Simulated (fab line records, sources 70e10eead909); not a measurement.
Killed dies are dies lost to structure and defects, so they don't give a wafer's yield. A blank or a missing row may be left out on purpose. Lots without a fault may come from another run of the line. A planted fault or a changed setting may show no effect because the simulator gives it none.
fab line records | flow nand_harc
record lots=12 wafers=36 last_day=24
route steps=1159 shown P_ZERO_WELL@19 P_GATE@132
lots that met no fault: from a run of the same line without faults
start_h: hours from the record's first day to the start of the lot's first wafer shown | wait_h: hours since the lot's step before | " the same as in the row above | L1.1+2: a row that stands for several wafers | - no value, or no start given | * or withheld: withheld | < > ~ a bound
route shown NAME@n: a module of which the file shows steps, and the number in the route of the first | usual: mean/standard deviation of fault-free wafers | same: alike in all rows | chamber/n: place in a boat | sites: the reading at each site | _std_site: their standard deviation | _edge_site: outer sites' mean less inner sites' | radius_mm: how far each site lies from the wafer's centre | mask NAME#n: copy n | behind: the tool/chamber that last shaped the wafer | hold: why the lot was held/for how many hours/how that ended | device: the transistor (n, p or np) that didn't switch | end of line: the same wafers' tests at the end of the route | a step without rows: its recipe alone | killed: dies lost to structure and defects at the first sort, not the wafer's yield | map: a wafer's dies, x killed, . not, _ none there
set.NAME: the setting as run; set.NAME@STEP: as run at that earlier step | model.NAME: the simulator's own value behind a step, which no gauge read
steps of the route over a sample of lots; a table a step, a row a wafer
services: from which hour (start_h, from the record's first day; less than 0 if before it) a tool's chamber was out of use, for how many hours, and why
## steps
# step NHARC_P_ZERO_WELL_ETCH_63
# recipe target_depth_a=1200 time_s=40.1 hbr_flow_sccm=150 cl2_flow_sccm=50 rf_w=400 icp_w=400 bias_w=100 chemistry=HBr/Cl2
# usual bias_w=100.01/0.29 drypump_motor_current_A=6.0/0.45 oes_product_au=1.001/0.015 throttle_valve_pct=26.405/0.0097
# columns lot.wafer tool chamber start_h wait_h bias_w drypump_motor_current_A oes_product_au rf_hours_counter_h throttle_valve_pct
L212.1 rie_si-01 2 31.72 - 100.22 6.6 0.984 0.8 26.422
L212.2 " 1 " " 99.96 6.0 0.993 0.8 26.409
L212.6 " 3 " " 100.69 6.4 0.994 - 26.396
L213.3 rie_si-03 1 37.73 - 100.08 5.3 1.002 0.5 26.401
L213.4 " 3 " " 99.81 6.2 1.019 0.4 26.391
L213.6 " 2 " " 99.80 6.2 1.034 - 26.412
L214.3 rie_si-01 3 43.57 - 100.09 6.4 1.001 0.9 26.391
L214.2 " 2 " " 100.61 6.6 0.992 0.9 26.404
L214.6 " 0 " " 99.89 5.3 0.997 - 26.405
L216.3 rie_si-01 3 55.56 - 100.30 6.4 0.999 1.0 26.394
L216.4 " 0 " " 100.15 5.3 0.990 0.9 26.409
L216.6 " 2 " " 100.04 6.6 0.996 - 26.404
L217.2 rie_si-06 0 61.68 - 99.55 6.2 1.009 0.4 26.417
L217.1 " 2 " " 100.65 6.0 1.018 0.3 26.398
L217.5 " 0 " " 99.79 6.2 1.010 - 26.425
L218.2 rie_si-03 2 67.66 - 100.13 6.2 1.027 0.6 26.391
L218.1 " 3 " " 99.99 6.2 1.013 0.6 26.402
L218.5 " 3 " " 100.12 6.2 1.016 - 26.412
L219.1 rie_si-06 0 73.68 - 100.37 6.2 1.003 0.5 26.409
L219.6 " 3 " " 99.73 5.9 0.981 - 26.415
L219.5 " 0 " " 100.20 6.2 0.997 - 26.420
L220.2 rie_si-06 3 79.65 - 99.94 5.9 0.992 0.6 26.397
L220.5 " 3 " " 100.04 5.9 0.981 - 26.397
L220.6 " 0 " " 100.36 6.2 1.002 - 26.407
L221.1 rie_si-01 0 85.66 - 99.95 5.3 0.991 1.2 26.400
L221.3 " 2 " " 100.68 6.5 1.008 1.3 26.423
L221.5 " 0 " " 100.46 5.3 0.997 - 26.410
L222.1 rie_si-03 1 91.56 - 99.81 5.3 1.015 1.0 26.407
L222.2 " 2 " " 99.47 6.2 1.029 0.9 26.389
L222.3 " 3 " " 99.68 6.2 1.012 0.8 26.385
L227.3 rie_si-03 2 121.58 - 100.23 6.2 1.025 1.1 26.402
L227.4 " 0 " " 100.16 5.5 1.004 1.2 26.395
L227.1 " 1 " " 99.81 5.3 1.003 1.3 26.381
L229.3 rie_si-03 2 133.94 - 99.78 6.2 1.034 1.4 26.400
L229.1 " 3 " " 99.83 6.2 1.018 1.2 26.410
L229.6 " 2 " " 100.08 6.2 1.036 - 26.409
# step NHARC_P_GATE_DEP_103
# recipe target_thk_a=300 target_thk_nm=30 temp_c=400 flow_sccm=200 rf_w=350 material=SiON
# usual heater_power_w=723/63
# columns lot.wafer tool chamber start_h wait_h heater_power_w
L212.2 pecvd-03 1 106.68 0.5 850
L212.1 " 2 " " 734
L212.6 " 0 " " 681
L214.2 pecvd-04 0 112.73 0.7 804
L214.3 " 1 " " 701
L214.6 " 2 " " 794
L213.3 pecvd-01 1 112.85 0.7 626
L213.6 " 1 " " 645
L213.4 " 2 " " 725
L216.3 pecvd-01 2 128.51 0.4 697
L216.4 " 0 " " 678
L216.6 " 2 " " 707
L217.1 pecvd-04 0 141.79 0.6 751
L217.2 " 1 " " 608
L217.5 " 0 " " 753
L218.1 pecvd-01 2 148.16 0.7 760
L218.2 " 1 " " 760
L218.5 " 0 " " 679
L219.1 pecvd-01 2 148.37 0.9 781
L219.5 " 2 " " 749
L219.6 " 0 " " 752
L222.1 pecvd-01 1 165.83 0.6 770
L222.3 " 2 " " 662
L222.2 " 0 " " 695
L221.1 pecvd-01 2 166.05 0.6 733
L221.3 " 1 " " 759
L221.5 " 2 " " 728
L220.2 pecvd-04 2 166.72 0.5 802
L220.6 " 2 " " 787
L220.5 " 0 " " 714
L227.3 pecvd-01 1 194.63 0.3 732
L227.1 " 2 " " 721
L227.4 " 0 " " 711
L229.3 pecvd-03 2 202.17 0.5 806
L229.1 " 1 " " 711
L229.6 " 2 " " 796
# step NHARC_P_GATE_SOFTBAKE_21
# recipe temp_c=105 time_s=55
# usual heater_power_total_W=188.47/0.14 plate_temp_C=105.01/0.14
# columns lot.wafer tool chamber start_h wait_h heater_power_total_W plate_temp_C
L212.1 litho_track-01 0 106 - 188.76 105.27
L212.2 " 0 " " 188.38 105.39
L212.6 " 0 " " 188.49 105.21
L214.2 litho_track-04 0 112 - 188.34 104.97
L214.3 " 0 " " 188.45 104.97
L214.6 " 0 " " 188.64 104.96
L213.3 litho_track-06 0 113 - 188.49 105.13
L213.4 " 0 " " 188.30 104.98
L213.6 " 0 " " 188.46 104.97
L216.3 litho_track-06 0 128 - 188.76 105.07
L216.4 " 0 " " 188.34 104.93
L216.6 " 0 " " 188.44 105.12
L217.1 litho_track-01 0 142 - 188.58 105.13
L217.2 " 0 " " 188.61 105.02
L217.5 " 0 " " 188.42 105.20
L218.1 litho_track-01 0 148 - 188.67 105.06
L218.2 " 0 " " 188.51 105.01
L218.5 " 0 " " 188.84 104.95
L219.1 litho_track-04 0 148 - 188.64 104.90
L219.5 " 0 " " 188.49 104.82
L219.6 " 0 " " 188.25 105.09
L222.1 litho_track-01 0 166 - 188.48 104.94
L222.2 " 0 " " 188.62 105.14
L222.3 " 0 " " 188.38 105.21
L221.1 litho_track-04 0 166 - 188.49 104.93
L221.3 " 0 " " 188.43 104.94
L221.5 " 0 " " 188.37 104.99
L220.2 litho_track-06 0 166 - 188.45 105.05
L220.5 " 0 " " 188.47 104.96
L220.6 " 0 " " 188.74 105.03
L227.1 litho_track-01 0 194 - 188.51 104.72
L227.3 " 0 " " 188.28 104.99
L227.4 " 0 " " 188.59 104.74
L229.1 litho_track-01 0 202 - 322.86 -
L229.3 " 0 " " 188.35 104.91
L229.6 " 0 " " 188.71 105.06
# step NHARC_P_GATE_DESCUM_31
# recipe time_s=3 o2_flow_sccm=200 ar_flow_sccm=0 bias_power_w=0 chemistry=O2
# usual drypump_motor_current_A=5.7/0.38 oes_product_au=0.998/0.014 rf_vpp_V=57.8/0.77 showerhead_plenum_p_Torr=1.92/0.062 throttle_valve_pct=11.312/0.0093
# columns lot.wafer tool chamber start_h wait_h drypump_motor_current_A oes_product_au rf_hours_counter_h rf_vpp_V showerhead_plenum_p_Torr throttle_valve_pct
L212.1 rie_diel-06 2 107.43 0.1 5.9 0.975 13 58.8 1.91 11.309
L212.2 " 3 " " 6.4 0.996 14 56.7 1.90 11.318
L212.6 " 3 " " 6.4 0.985 - 58.4 1.90 11.326
L214.3 rie_diel-13 0 113.57 0.1 5.6 0.992 1 57.7 1.78 11.306
L214.2 " 1 " " 5.6 1.008 1 59.1 2.02 11.317
L214.6 " 1 " " 5.5 1.003 - 57.3 2.02 11.321
L213.4 rie_diel-01 1 113.74 0.1 5.0 1.014 54 57.1 1.89 11.306
L213.3 " 3 " " 6.6 1.016 42 58.1 2.02 11.322
L213.6 " 1 " " 5.0 1.005 - 57.4 1.89 11.309
L216.4 rie_diel-01 0 129.19 0.1 5.8 1.026 58 58.5 2.00 11.340
L216.3 " 3 " " 6.6 1.021 46 58.3 2.02 11.328
L216.6 " 1 " " 5.0 1.010 - 58.8 1.89 11.314
L217.2 rie_diel-13 2 142.52 0.1 5.8 0.984 3 58.2 1.91 11.306
L217.1 " 1 " " 5.6 1.008 5 57.9 2.02 11.282
L217.5 " 2 " " 5.8 0.998 - 57.7 1.91 11.310
L218.1 rie_diel-06 1 148.90 0.1 5.1 0.993 21 58.2 1.91 11.309
L218.2 " 0 " " 5.6 0.966 22 56.2 1.93 11.323
L218.5 " 2 " " 5.9 0.983 - 57.6 1.91 11.310
L219.1 rie_diel-06 2 149.24 0.1 5.9 0.986 24 56.9 1.91 11.314
L219.5 " 0 " " 5.6 0.976 - 58.1 1.93 11.309
L219.6 " 1 " " 5.1 1.002 - 56.7 1.91 11.303
L222.2 rie_diel-13 1 166.69 0.2 5.5 0.998 10 57.0 2.01 11.300
L222.1 " 2 " " 5.8 1.011 8 56.5 1.90 11.307
L222.3 " 3 " " 5.9 0.996 8 58.5 1.94 11.314
L221.3 rie_diel-13 1 166.95 0.1 5.5 1.012 10 57.7 2.01 11.317
L221.1 " 2 " " 5.8 1.006 8 58.5 1.91 11.313
L221.5 " 1 " " 5.5 1.001 - 57.1 2.01 11.288
L220.2 rie_diel-13 3 167.62 0.1 5.9 0.987 8 57.6 1.94 11.313
L220.6 " 3 " " 5.9 0.998 - 58.1 1.94 11.322
L220.5 " 0 " " 5.7 0.989 - 55.9 1.78 11.320
L227.1 rie_diel-13 2 195.77 0.3 5.8 0.997 14 58.8 1.90 11.311
L227.4 " 1 " " 5.6 1.007 - 59.2 2.01 11.293
L227.3 " 2 " " 5.9 0.996 - 57.4 1.90 11.320
L229.1 rie_diel-13 2 203.04 0.1 5.8 0.991 16 56.8 1.90 11.298
L229.3 " 2 " " 5.8 0.994 - 59.1 1.90 11.315
L229.6 " 2 " " 5.8 0.999 - 57.8 1.90 11.295
## services
# columns tool chamber start_h hours kind
pecvd-04 - 14.00 13.0 pm
rie_si-03 0 15.55 2.8 repair
pecvd-03 2 21.62 17.0 repair
rie_diel-01 - 43.78 3.3 repair
pecvd-01 2 48.59 22.6 repair
pecvd-01 - 56.04 13.0 pm
rie_diel-06 - 64.22 9.0 pm
litho_track-01 - 93.01 7.0 pm
rie_diel-13 - 99.03 9.0 pm
rie_si-06 0 100.06 11.6 repair
rie_diel-13 2 113.36 9.5 repair
litho_track-06 - 117.00 7.0 pm
rie_diel-13 3 124.27 5.6 repair
rie_si-01 - 127.00 9.0 pm
litho_track-04 - 141.00 7.0 pm
rie_si-01 3 145.38 2.3 repair
rie_si-03 - 155.00 9.0 pm
rie_diel-13 0 175.66 35.2 repair
rie_si-06 - 183.00 9.0 pm
rie_si-03 0 191.66 1.7 repair
pecvd-04 - 195.00 13.0 pm
rie_diel-13 3 195.00 8.4 repair
rie_diel-06 1 197.92 2.2 repair
rie_diel-06 1 200.69 9.4 repair
## key
first_sign step=NHARC_P_GATE_SOFTBAKE_21 reading=heater_power_total_W direction=up sigmas=99+ usual=* struck=*
effect none on later readings
met_at NHARC_P_GATE_SOFTBAKE_21
struck_lots L229
struck_wafers L229.1
tester_left_out L229
not_acting_at NHARC_P_ZERO_WELL_ETCH_63,NHARC_P_GATE_DEP_103,NHARC_P_GATE_DESCUM_31
onset_between 194 202
fault kind=process_parameter_drift tool=litho_track-01 chamber=- onset_h=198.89 steps=NHARC_P_GATE_SOFTBAKE_21 channel=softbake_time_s offset=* shape=step end_h=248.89 scope=struck_wafers_only acts_in=* stated=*
# tester_left_out: of these lots the tester's yield and bins aren't shown, on N5 and GAA mostly nor the transistor test; their killed dies are dies lost to structure and defects alone, not to doping, threshold or leakage, so they don't give the yield
